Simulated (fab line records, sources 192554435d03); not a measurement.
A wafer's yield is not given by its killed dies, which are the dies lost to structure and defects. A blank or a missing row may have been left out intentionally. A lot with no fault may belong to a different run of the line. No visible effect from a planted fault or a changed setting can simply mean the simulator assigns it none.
fab line records + flow n5-finfet
[record]
- lots = 4
- wafers = 12
- last-day = 22
route steps=1938 shown GATE_CUT@465 BEOL_M4@1111
lots with no fault: from the same line, run without faults
start-h: start of the lot's first displayed wafer, in hours after the record's first day + wait-h: how many hours have passed since the lot's step before this one + " same as the row above + L1.1+2: a single row standing in for several wafers + - value missing, or start not given + * or withheld: withheld + < > ~ a bound
route shown NAME@n: a module of which the file shows steps, and the number in the route of the first + usual: average and standard deviation across the fault-free wafers + same: alike in all rows + chamber/n: place in a boat + sites: each site's reading + _std_site: the standard deviation of these + _edge_site: the outer-site mean with the inner-site mean subtracted + radius-mm: how far each site lies from the wafer's centre + mask NAME#n: copy n + behind: the last tool/chamber to shape the wafer + hold: the reason the lot was held/the length of the hold in hours/how it ended + device: the transistor (n, p or np) that didn't switch + end of line: tests run on the same wafers once the route is complete + step lacking rows: just its recipe + killed: dies lost to structure and defects at the first sort, not the wafer's yield + map: per-die view of a wafer (x killed, . not killed, _ where there is no die)
set.NAME: the run value of the setting; set.NAME@STEP: its run value at that earlier step + model.NAME: the simulator's own value behind a step, which no gauge read
certain route steps with their lots: each step a table, each wafer a row
services: from which hour (start-h, from the record's first day; less than 0 if before it) a tool's chamber was out of use, for how many hours, and why
[[steps]]
[step N5_GATE_CUT_ETCHBACK_00]
[recipe]
- chemistry = SF6/Cl2
- target = W
- pressure-mtorr = 8
- icp-w = 900
- bias-w = 80
- SF6_flow_sccm = 40
- Cl2_flow_sccm = 60
[step N5_GATE_CUT_ETCH_56]
[recipe]
- chemistry = Cl2/Ar
- target = TiN
- target-depth-a = 216
- pressure-mtorr = 10
- icp-w = 600
- bias-w = 60
- Cl2_flow_sccm = 40
- Ar_flow_sccm = 60
[step N5_GATE_CUT_ETCHBACK_30]
[recipe]
- chemistry = Cl2/Ar
- target = TiN
- target-depth-a = 30
- mode = isotropic
- pressure-mtorr = 10
- icp-w = 600
- bias-w = 60
- Cl2_flow_sccm = 40
- Ar_flow_sccm = 60
[step N5_GATE_CUT_VAPOR_ETCH_60]
[recipe]
- chemistry = BCl3/Cl2
- target = HfO2
- mode = isotropic
[step N5_GATE_CUT_ETCH_58]
[recipe]
- chemistry = CH3F/O2
- target = SiNx
- target-depth-a = 170
- time-s = 128.6
- ion-energy-ev = 50
- pressure-mtorr = 30
- source-w = 415
- bias-w = 21
- Ar_flow_sccm = 150
- CH3F_flow_sccm = 30
- O2_flow_sccm = 20
[step N5_GATE_CUT_STRIP_59]
[recipe]
- chemistry = N2/H2
- time-s = 20
- power-w = 100
- temp-c = 40
- pressure-mtorr = 100
- rf-frequency-hz = 6e+07
- bias-power-w = 3
- n2-flow-sccm = 300
- h2-flow-sccm = 300
[step N5_GATE_CUT_PRECLEAN_31]
[recipe]
- temp-c = 23
- chemistry = DIW
- time-s = 300
[step N5_GATE_CUT_SRD_32]
[recipe]
- time-s = 30
- temp-c = 23
- rinse-liquid = diw
- dry = ipa-marangoni
[step N5_GATE_CUT_SAC_CAP_01]
[recipe]
- material = SiNx
- target-thk-a = 240
- temp-c = 400
- ald-precursor-family = SiH2I2
- ald-co-reactant = N2/H2-plasma
- pulse-time-s = 1
- ald-cycles = 480
- purge-time-s = 2
- co-reactant-purge-time-s = 2
- pressure-torr = 2
[step N5_GATE_CUT_PECVD_57]
[recipe]
- material = SiNx
- target-thk-a = 210
- temp-c = 400
- precursor = SiH4/NH3/N2
- pressure-torr = 1.5
- rf-w = 300
[step N5_GATE_CUT_CMP_02]
[recipe]
- stop-on = SiO2
- t-overpolish-s = 12.7
- post-cmp-clean = alkaline-brush
- down-force-psi = 2.5
- platen-rpm = 51.8
- pad-velocity-m-s = 1.0307
- target-thk-nm = 0
[step N5_GATE_CUT_HM_DEP_46]
[recipe]
- material = SiO2
- target-thk-a = 1300
- temp-c = 400
- precursor = TEOS/O2
- pressure-torr = 6.5
- rf-w = 900
- teos-flow-sccm = 161.4
- gas = O2
- flow-sccm = 2650
- time-s = 26.6
[usual]
- chamber-pressure-Torr = 6.501/0.013
- heater-power-outer-w = 300/62
- heater-power-w = 543/71
- showerhead-plenum-p-Torr = 8.337/0.029
- susceptor-temp-C = 399.98/0.25
- throttle-valve-pct = 18.7/0.86
| lot.wafer | tool     | chamber | start-h | wait-h | chamber-pressure-Torr | heater-power-outer-w | heater-power-w | showerhead-plenum-p-Torr | susceptor-temp-C | throttle-valve-pct | model.SiO2_of_GATE_CUT_HM_DEP_46.thk-nm |
|-----------|----------|---------|---------|--------|-----------------------|----------------------|----------------|--------------------------|------------------|--------------------|-----------------------------------------|
| L334.2    | pecvd-02 | 2       | 133.87  | 0.0    | 6.476                 | 277                  | 459            | 8.325                    | 399.89           | 18.1               | 128.8                                   |
| L334.4    | "        | 2       | "       | "      | 6.507                 | 289                  | 456            | 8.311                    | 399.92           | 18.0               | 131.2                                   |
| L334.5    | "        | 1       | "       | "      | 6.494                 | 178                  | 411            | 8.347                    | 400.04           | 18.5               | 131.8                                   |
| L339.1    | pecvd-02 | 1       | 162.76  | 0.0    | 6.485                 | 215                  | 459            | 8.337                    | 399.80           | 17.8               | 202.6                                   |
| L339.3    | "        | 2       | "       | "      | 6.520                 | 352                  | 549            | 8.308                    | 400.42           | 18.5               | 201.2                                   |
| L339.5    | "        | 2       | "       | "      | 6.506                 | 253                  | 412            | 8.330                    | 400.33           | 18.2               | 203.4                                   |
| L341.4    | pecvd-02 | 2       | 173.46  | 0.1    | 6.477                 | 351                  | 545            | 8.290                    | 399.88           | 18.2               | 202.4                                   |
| L341.5    | "        | 1       | "       | "      | 6.519                 | 178                  | 413            | 8.341                    | 399.63           | 18.3               | 201.4                                   |
| L341.6    | "        | 0       | "       | "      | 6.482                 | 414                  | 652            | 8.367                    | 400.06           | 19.4               | 204.4                                   |
| L347.1    | pecvd-01 | 1       | 209.97  | 0.0    | 6.495                 | 321                  | 578            | 8.373                    | 400.37           | 18.4               | 131                                     |
| L347.2    | "        | 2       | "       | "      | 6.501                 | 368                  | 669            | 8.352                    | 399.84           | 17.3               | 129.6                                   |
| L347.3    | "        | 0       | "       | "      | 6.507                 | 257                  | 443            | 8.321                    | 399.88           | 20.3               | 127.4                                   |
[step N5_GATE_CUT_COAT_34]
[recipe]
- resist = SOC
- temp-c = 250
- time-s = 60
- spin-rpm = 1500
- resist-thk-nm = 60
[step N5_GATE_CUT_COAT_35]
[recipe]
- resist = SiARC
- temp-c = 220
- time-s = 60
- spin-rpm = 1500
- resist-thk-nm = 10
[step N5_GATE_CUT_COAT_27]
[recipe]
- resist = underlayer
- temp-c = 205
- time-s = 60
- spin-rpm = 1500
- resist-thk-nm = 10
[step N5_GATE_CUT_COAT_07]
[recipe]
- resist = CAR-EUV
- spin-rpm = 1500
- resist-thk-nm = 30
[step N5_GATE_CUT_EBR_09]
[recipe]
- solvent = PGMEA
- ebr-width-mm = 1.5
[step N5_GATE_CUT_SOFTBAKE_08]
[recipe]
- temp-c = 110
- time-s = 60
- resist = CAR-EUV
[step N5_GATE_CUT_EXPOSE_10]
[recipe]
- mask-id = GATE_CUT
- na = 0.33
- source-shape = annular
- sigma-inner = 0.35
- sigma-outer = 0.8
- polarization = unpolarized
- target-cd-nm = 20
- dose-mj = 43.25
[step N5_GATE_CUT_PEB_11]
[recipe]
- peb-temp-c = 100
- peb-time-s = 60
- resist = CAR-EUV
[step N5_GATE_CUT_DEVELOP_12]
[recipe]
- develop-time-s = 30
- developer = TMAH
- resist = CAR-EUV
- rinse-liquid = surfactant-rinse
- dry = air-spin
- dev-temp-c = 23
[step N5_GATE_CUT_DESCUM_18]
[recipe]
- chemistry = O2
- time-s = 7
- source-power-w = 50
- bias-power-w = 20
- pressure-mtorr = 20
- rf-frequency-hz = 2.712e+07
- temp-c = 40
- resist = CAR-EUV
- o2-flow-sccm = 225
[step N5_GATE_CUT_ETCH_28]
[recipe]
- chemistry = N2/H2
- target = underlayer
- target-depth-a = 130
- mask-material = CAR-EUV
- time-s = 10.4
- ion-energy-ev = 200
- pressure-mtorr = 30
- source-w = 840
- bias-w = 150
- n2-flow-sccm = 200
- h2-flow-sccm = 200
- ends = cleared
[step N5_GATE_CUT_ETCH_36]
[recipe]
- chemistry = CF4
- target = SiARC
- target-depth-a = 130
- mask-material = CAR-EUV
- time-s = 21.7
- ion-energy-ev = 80
- pressure-mtorr = 40
- source-w = 545
- bias-w = 36
- Ar_flow_sccm = 100
- cf4-flow-sccm = 100
- ends = cleared
[step N5_GATE_CUT_ETCH_37]
[recipe]
- chemistry = N2/H2
- target = SOC
- target-depth-a = 600
- overetch-a = 120
- mask-material = SiARC
- temp-c = 40
- time-s = 90
- ion-energy-ev = 200
- pressure-mtorr = 30
- source-w = 840
- bias-w = 150
- n2-flow-sccm = 200
- h2-flow-sccm = 200
[step N5_GATE_CUT_STRIP_38]
[recipe]
- chemistry = N2/H2
- temp-c = 40
- n2-flow-sccm = 200
- h2-flow-sccm = 200
- rf-frequency-hz = 6e+07
[step N5_GATE_CUT_STRIP_39]
[recipe]
- chemistry = N2/H2
- temp-c = 40
- n2-flow-sccm = 200
- h2-flow-sccm = 200
- rf-frequency-hz = 6e+07
[step N5_GATE_CUT_HM_OPEN_40]
[recipe]
- chemistry = C4F6/O2
- target = SiO2
- mask-material = SiARC
- target-depth-a = 1390
- time-s = 85.1
- ion-energy-ev = 250
- pressure-mtorr = 30
- source-w = 345
- bias-w = 185
- Ar_flow_sccm = 300
- C4F6_flow_sccm = 10
- O2_flow_sccm = 10
- ends = cleared
[usual]
- drypump-motor-current-A = 5.9/0.38
- etch-rf-on-time-s = 93.8/1.6
- oes-product-au = 0.73/0.083
- rf-vpp-V = 662/8
- showerhead-plenum-p-Torr = 2.84/0.086
- throttle-valve-pct = 20.94/0.17
| lot.wafer | tool        | chamber | start-h | wait-h | drypump-motor-current-A | etch-rf-on-time-s | oes-product-au | rf-hours-counter-h | rf-vpp-V | showerhead-plenum-p-Torr | throttle-valve-pct | model.etch.depth-nm | model.SOC_of_GATE_CUT_COAT_34.thk-nm | model.GATE_CUT.cd-nm |
|-----------|-------------|---------|---------|--------|-------------------------|-------------------|----------------|--------------------|----------|--------------------------|--------------------|---------------------|--------------------------------------|----------------------|
| L334.2    | rie-diel-01 | 1       | 134.61  | 0.0    | 5.6                     | 93.5              | 0.65           | 221                | 660      | 2.70                     | 21.16              | 128.7               | 33                                   | 20.2                 |
| L334.4    | "           | 3       | "       | "      | 6.1                     | 92.6              | 0.86           | -                  | 654      | 2.90                     | 20.72              | 131.2               | 32.4                                 | 20                   |
| L334.5    | "           | 2       | "       | "      | 5.7                     | 95.0              | 0.76           | -                  | 673      | 2.88                     | 21.11              | 131.8               | 32.2                                 | 20                   |
| L339.1    | rie-diel-06 | 2       | 163.44  | 0.0    | 5.5                     | 145.4             | 0.81           | 101                | 665      | 2.88                     | 20.91              | 202.5               | 17.2                                 | 20.6                 |
| L339.3    | "           | 0       | "       | "      | 6.5                     | 145.4             | 0.78           | 139                | 668      | 2.97                     | 20.92              | 201.2               | 18                                   | 20.6                 |
| L339.5    | "           | 0       | "       | "      | 6.5                     | 146.9             | 0.78           | -                  | 668      | 2.97                     | 20.93              | 203.4               | 17.2                                 | 20.6                 |
| L341.4    | rie-diel-03 | 1       | 174.19  | 0.0    | 5.2                     | 147.0             | 0.70           | 218                | 675      | 2.93                     | 20.78              | 202.5               | 17.8                                 | 20.4                 |
| L341.5    | "           | 3       | "       | "      | 6.2                     | 145.9             | 0.81           | -                  | 658      | 2.76                     | 20.76              | 201.3               | 18                                   | 20.6                 |
| L341.6    | "           | 0       | "       | "      | 6.0                     | 146.7             | 0.89           | -                  | 672      | 2.80                     | 21.13              | 204.4               | 17                                   | 20.2                 |
| L347.1    | rie-diel-03 | 2       | 210.60  | 0.0    | 5.9                     | 94.7              | 0.74           | 62                 | 656      | 2.89                     | 20.93              | 131                 | 32.6                                 | 20                   |
| L347.2    | "           | 0       | "       | "      | 6.0                     | 94.6              | 0.77           | 48                 | 672      | 2.79                     | 21.09              | 129.6               | 33                                   | 20                   |
| L347.3    | "           | 3       | "       | "      | 6.2                     | 92.5              | 0.72           | 104                | 657      | 2.75                     | 20.73              | 127.3               | 33.4                                 | 20                   |
[step N5_GATE_CUT_STRIP_41]
[recipe]
- chemistry = CF4
- resist = SiARC
- power-w = 300
- bias-power-w = 75
- pressure-mtorr = 50
- cf4-flow-sccm = 150
- rf-frequency-hz = 6e+07
[step N5_GATE_CUT_STRIP_42]
[recipe]
- chemistry = O2
- power-w = 400
- temp-c = 40
- pressure-mtorr = 30
- rf-frequency-hz = 6e+07
- bias-power-w = 0
- overash-fraction = 0.3
- o2-flow-sccm = 225
[step N5_GATE_CUT_ETCH_19]
[recipe]
- chemistry = CH3F/O2
- target = SiNx
- mask-material = SiO2
- target-depth-a = 537
- time-s = 76.7
- pressure-mtorr = 30
- source-w = 395
- bias-w = 73
- Ar_flow_sccm = 150
- CH3F_flow_sccm = 30
- O2_flow_sccm = 20
- ion-energy-ev = 120
- ends = cleared
[usual]
- drypump-motor-current-A = 5.9/0.38
- etch-rf-on-time-s = 76.9/0.9
- oes-product-au = 0.69/0.077
- rf-vpp-V = 296/3.6
- showerhead-plenum-p-Torr = 1.99/0.063
- throttle-valve-pct = 16.34/0.17
| lot.wafer | tool        | chamber | start-h | wait-h | drypump-motor-current-A | etch-rf-on-time-s | oes-product-au | rf-hours-counter-h | rf-vpp-V | showerhead-plenum-p-Torr | throttle-valve-pct | model.GATE_CUT.cd-nm |
|-----------|-------------|---------|---------|--------|-------------------------|-------------------|----------------|--------------------|----------|--------------------------|--------------------|----------------------|
| L334.2    | rie-diel-01 | 1       | 134.74  | 0.0    | 5.6                     | 78.1              | 0.61           | 221                | 295      | 1.90                     | 16.62              | 20.2                 |
| L334.4    | "           | 3       | "       | "      | 6.1                     | 75.4              | 0.80           | -                  | 291      | 2.04                     | 16.08              | 20                   |
| L334.5    | "           | 2       | "       | "      | 5.7                     | 76.9              | 0.71           | -                  | 301      | 2.03                     | 16.48              | 20                   |
| L339.1    | rie-diel-06 | 2       | 163.57  | 0.0    | 5.5                     | 76.6              | 0.69           | 101                | 297      | 2.02                     | 16.28              | 20.6                 |
| L339.3    | "           | 0       | "       | "      | 6.5                     | 76.8              | 0.67           | 139                | 299      | 2.09                     | 16.30              | 20.4                 |
| L339.5    | "           | 0       | "       | "      | 6.5                     | 76.4              | 0.67           | -                  | 299      | 2.09                     | 16.31              | 20.6                 |
| L341.4    | rie-diel-03 | 1       | 174.31  | 0.0    | 5.2                     | 77.7              | 0.60           | 218                | 302      | 2.06                     | 16.24              | 20.4                 |
| L341.5    | "           | 3       | "       | "      | 6.1                     | 76.5              | 0.70           | -                  | 295      | 1.93                     | 16.17              | 20.6                 |
| L341.6    | "           | 0       | "       | "      | 6.0                     | 76.4              | 0.76           | -                  | 301      | 1.96                     | 16.43              | 20.2                 |
| L347.1    | rie-diel-03 | 2       | 210.72  | 0.0    | 5.9                     | 76.4              | 0.70           | 62                 | 291      | 2.03                     | 16.29              | 20                   |
| L347.2    | "           | 0       | "       | "      | 6.0                     | 76.9              | 0.73           | 48                 | 300      | 1.96                     | 16.43              | 19.8                 |
| L347.3    | "           | 3       | "       | "      | 6.2                     | 77.1              | 0.69           | 104                | 293      | 1.93                     | 16.17              | 20                   |
[step N5_GATE_CUT_CUT_ETCH_53]
[recipe]
- chemistry = SF6/Cl2
- target = W
- mask-material = SiO2
- target-depth-a = 792
- pressure-mtorr = 8
- icp-w = 900
- bias-w = 80
- SF6_flow_sccm = 40
- Cl2_flow_sccm = 60
- ends = cleared
[step N5_GATE_CUT_CUT_ETCH_54]
[recipe]
- chemistry = Cl2/BCl3
- target = TiN
- mask-material = SiO2
- target-depth-a = 967
- pressure-mtorr = 10
- icp-w = 1000
- bias-w = 126
- Cl2_flow_sccm = 53.25
- bcl3-flow-sccm = 21.75
- Ar_flow_sccm = 25
- ends = cleared
[step N5_GATE_CUT_CUT_ETCH_55]
[recipe]
- chemistry = BCl3
- target = HfO2
- mask-material = SiO2
- target-depth-a = 32
- ion-energy-ev = 30
- pressure-mtorr = 5
- icp-w = 450
- bias-w = 18
- bcl3-flow-sccm = 80
[step N5_GATE_CUT_ETCH_47]
[recipe]
- chemistry = Cl2/BCl3
- target = SiO2
- target-depth-a = 100
- pressure-mtorr = 10
- icp-w = 1000
- bias-w = 126
- Cl2_flow_sccm = 53.25
- bcl3-flow-sccm = 21.75
- Ar_flow_sccm = 25
[step N5_GATE_CUT_VAPOR_ETCH_48]
[recipe]
- chemistry = BCl3/Cl2
- target = TiN
- mode = isotropic
[step N5_GATE_CUT_VAPOR_ETCH_49]
[recipe]
- chemistry = BCl3/Cl2
- target = TiAlC
- mode = isotropic
[step N5_GATE_CUT_VAPOR_ETCH_51]
[recipe]
- chemistry = BCl3/Cl2
- target = HfO2
- mode = isotropic
[step N5_GATE_CUT_THK_MEAS_24]
[recipe]
- reads = SiO2_of_GATE_CUT_HM_DEP_46+SiO2_flowable_of_ILD0_FCVD_FILL_01
[usual]
- GC_FILL_THK = 220.3/1.9
| lot.wafer | tool          | chamber | start-h | wait-h | GC_FILL_THK[nm] |
|-----------|---------------|---------|---------|--------|-----------------|
| L334.2    | film-metro-01 | -       | 137.08  | -      | 219.9           |
| L334.4    | "             | -       | "       | "      | 221.1           |
| L334.5    | "             | -       | "       | "      | 223.9           |
| L339.1    | film-metro-02 | -       | 166.60  | -      | 293.2           |
| L339.3    | "             | -       | "       | "      | 291.8           |
| L339.5    | "             | -       | "       | "      | 294.6           |
| L341.4    | film-metro-02 | -       | 176.65  | -      | 292.3           |
| L341.5    | "             | -       | "       | "      | 292.1           |
| L341.6    | "             | -       | "       | "      | 293.6           |
| L347.1    | film-metro-01 | -       | 213.09  | -      | 221.5           |
| L347.2    | "             | -       | "       | "      | 219.9           |
| L347.3    | "             | -       | "       | "      | 216.5           |
[step N5_GATE_CUT_CMP_43]
[recipe]
- material = SiO2
- post-cmp-clean = rinse-only
[usual]
- motor-current-A = 12.4/1.2
| lot.wafer | tool   | chamber | start-h | wait-h | motor-current-A | model.SiO2_of_GATE_CUT_HM_DEP_46.thk-nm |
|-----------|--------|---------|---------|--------|-----------------|-----------------------------------------|
| L334.4    | cmp-04 | 3       | 137.10  | 0.0    | 13.0            | 5                                       |
| L334.2    | "      | 1       | "       | "      | 14.4            | 5                                       |
| L334.5    | "      | 0       | "       | "      | 12.0            | 5                                       |
| L339.3    | cmp-04 | 3       | 166.71  | 0.1    | 12.7            | 8.4                                     |
| L339.1    | "      | 1       | "       | "      | 14.6            | 8.4                                     |
| L339.5    | "      | 2       | "       | "      | 11.3            | 8.6                                     |
| L341.4    | cmp-01 | 1       | 176.97  | 0.3    | 9.5             | 8.4                                     |
| L341.5    | "      | 2       | "       | "      | 13.2            | 8.4                                     |
| L341.6    | "      | 3       | "       | "      | 13.7            | 8.6                                     |
| L347.2    | cmp-01 | 2       | 213.20  | 0.1    | 13.5            | 5                                       |
| L347.3    | "      | 3       | "       | "      | 13.2            | 4.8                                     |
| L347.1    | "      | 0       | "       | "      | 13.1            | 5                                       |
[step N5_BEOL_M4_RC_MEAS_101]
[usual]
- DIBL_N = 36.3/1.1
- DIBL_P = 36.3/1.4
- IOFF_N = 0.155/0.019
- IOFF_P = 0.211/0.027
- ION_N = 672/8.5
- ION_P = 462/5.8
- SS_N = 71.5/0.56
- SS_P = 73.3/0.52
- VT_N = 249.9/2.5
- VT_P = -249.8/2.8
| lot.wafer | tool      | chamber | start-h | wait-h | DIBL_N[mV/V] | DIBL_P[mV/V] | IOFF_N[nA/um] | IOFF_P[nA/um] | ION_N[uA/um] | ION_P[uA/um] | SS_N[mV/dec] | SS_P[mV/dec] | VT_N[mV] | VT_P[mV] |
|-----------|-----------|---------|---------|--------|--------------|--------------|---------------|---------------|--------------|--------------|--------------|--------------|----------|----------|
| L339.1    | prober-01 | 0       | 346.49  | 0.0    | 37.2         | 38.0         | 0.160         | 0.261         | 667          | 461          | 72.4         | 74.0         | 251.0    | -245.5   |
| L339.3    | "         | 0       | "       | "      | 37.6         | 37.7         | 0.167         | 0.255         | 670          | 464          | 72.8         | 73.9         | 249.2    | -244.0   |
| L339.5    | "         | 0       | "       | "      | 37.1         | 35.7         | 0.153         | 0.217         | 664          | 457          | 73.1         | 73.4         | 250.6    | -251.0   |
| L347.1    | prober-01 | 0       | 368.20  | 0.0    | 37.3         | 39.4         | 0.209         | 0.284         | 680          | 470          | 72.2         | 73.1         | 247.2    | -244.7   |
| L347.2    | "         | 0       | "       | "      | 36.1         | 38.4         | 0.178         | 0.258         | 674          | 465          | 71.7         | 73.7         | 249.4    | -248.1   |
| L347.3    | "         | 0       | "       | "      | 35.0         | 37.1         | 0.165         | 0.238         | 675          | 470          | 71.0         | 73.3         | 247.5    | -246.2   |
| L341.4    | prober-01 | 0       | 391.78  | 0.5    | 35.9         | 36.0         | 0.159         | 0.206         | 676          | 458          | 71.5         | 72.8         | 250.5    | -248.7   |
| L341.5    | "         | 0       | "       | "      | 36.1         | 36.5         | 0.168         | 0.222         | 681          | 466          | 71.4         | 73.5         | 247.5    | -247.2   |
| L341.6    | "         | 0       | "       | "      | 35.2         | 35.5         | 0.148         | 0.201         | 674          | 467          | 70.6         | 73.2         | 250.6    | -250.8   |
| L334.2    | prober-02 | 0       | 399.79  | 0.2    | 37.0         | 38.3         | 0.162         | 0.214         | 675          | 466          | 71.3         | 73.5         | 246.4    | -249.6   |
| L334.4    | "         | 0       | "       | "      | 33.6         | 32.5         | 0.105         | 0.142         | 658          | 454          | 70.4         | 72.8         | 255.7    | -256.8   |
| L334.5    | "         | 0       | "       | "      | 34.7         | 34.7         | 0.118         | 0.173         | 652          | 458          | 70.4         | 73.1         | 253.0    | -253.3   |
[[services]]
| tool        | chamber | start-h | hours | kind                           |
|-------------|---------|---------|-------|--------------------------------|
| pecvd-01    | 2       | 113.42  | 2.1   | scheduled-down                 |
| cmp-01      | -       | 115.21  | 8.2   | repair                         |
| cmp-04      | -       | 116.21  | 6.9   | pm                             |
| rie-diel-06 | 1       | 123.02  | -     | clean                          |
| rie-diel-06 | 1       | 123.02  | -     | consumable-replace:focus-ring  |
| rie-diel-06 | 1       | 123.02  | 17.3  | scheduled-down                 |
| rie-diel-06 | 1       | 123.02  | 17.3  | vent-cycle                     |
| rie-diel-03 | 0       | 125.34  | 6.0   | repair                         |
| rie-diel-01 | 0       | 128.42  | -     | clean                          |
| rie-diel-01 | 0       | 128.42  | -     | consumable-replace:focus-ring  |
| rie-diel-01 | 0       | 128.42  | 12.2  | scheduled-down                 |
| rie-diel-01 | 0       | 128.42  | 12.2  | vent-cycle                     |
| cmp-01      | -       | 130.49  | 4.0   | pm                             |
| cmp-01      | -       | 134.49  | -     | consumable-replace:conditioner |
| cmp-01      | -       | 134.49  | -     | consumable-replace:pad         |
| pecvd-02    | -       | 135.57  | 2.8   | pm                             |
| pecvd-02    | -       | 146.48  | 1.5   | repair                         |
| rie-diel-01 | 2       | 154.65  | 6.9   | repair                         |
| pecvd-01    | -       | 162.13  | 6.0   | pm                             |
| pecvd-01    | 2       | 172.07  | 17.2  | repair                         |
| pecvd-01    | -       | 178.09  | 0.9   | repair                         |
| cmp-04      | -       | 187.56  | 0.4   | repair                         |
| rie-diel-01 | 0       | 189.86  | 5.1   | repair                         |
| rie-diel-01 | 2       | 208.89  | 1.8   | repair                         |
[[key]]
[first-sign]
- step = N5_GATE_CUT_HM_OPEN_40
- reading = etch-rf-on-time-s
- direction = up
- sigmas = 32
- usual = *
- struck = *
[effect]
- step = N5_GATE_CUT_THK_MEAS_24
- reading = GC_FILL_THK
- direction = up
- sigmas = 38
- usual = 220.3
- struck = 292.9
[model-effect]
- step = N5_GATE_CUT_HM_DEP_46
- value = SiO2_of_GATE_CUT_HM_DEP_46.thk-nm
- without = 128
- struck = 202.6
[model-effect]
- step = N5_GATE_CUT_HM_OPEN_40
- value = etch.depth-nm
- without = 128
- struck = 202.6
[model-effect]
- step = N5_GATE_CUT_ETCH_19
- value = GATE_CUT.cd-nm
- without = 20.07
- struck = 20.47
[model-effect]
- step = N5_GATE_CUT_CMP_43
- value = SiO2_of_GATE_CUT_HM_DEP_46.thk-nm
- without = 4.933
- struck = 8.467
met-at N5_GATE_CUT_HM_DEP_46
struck-wafers L339.1,L339.3,L339.5,L341.4,L341.5,L341.6
onset-between 133.87 162.76
[fault]
- kind = process-parameter-drift
- tool = pecvd-02
- chamber = -
- onset-h = 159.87
- steps = N5_GATE_CUT_HM_DEP_46
- channel = time-s
- offset = *
- shape = step
- end-h = 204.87
- acts-in = *
- stated = *
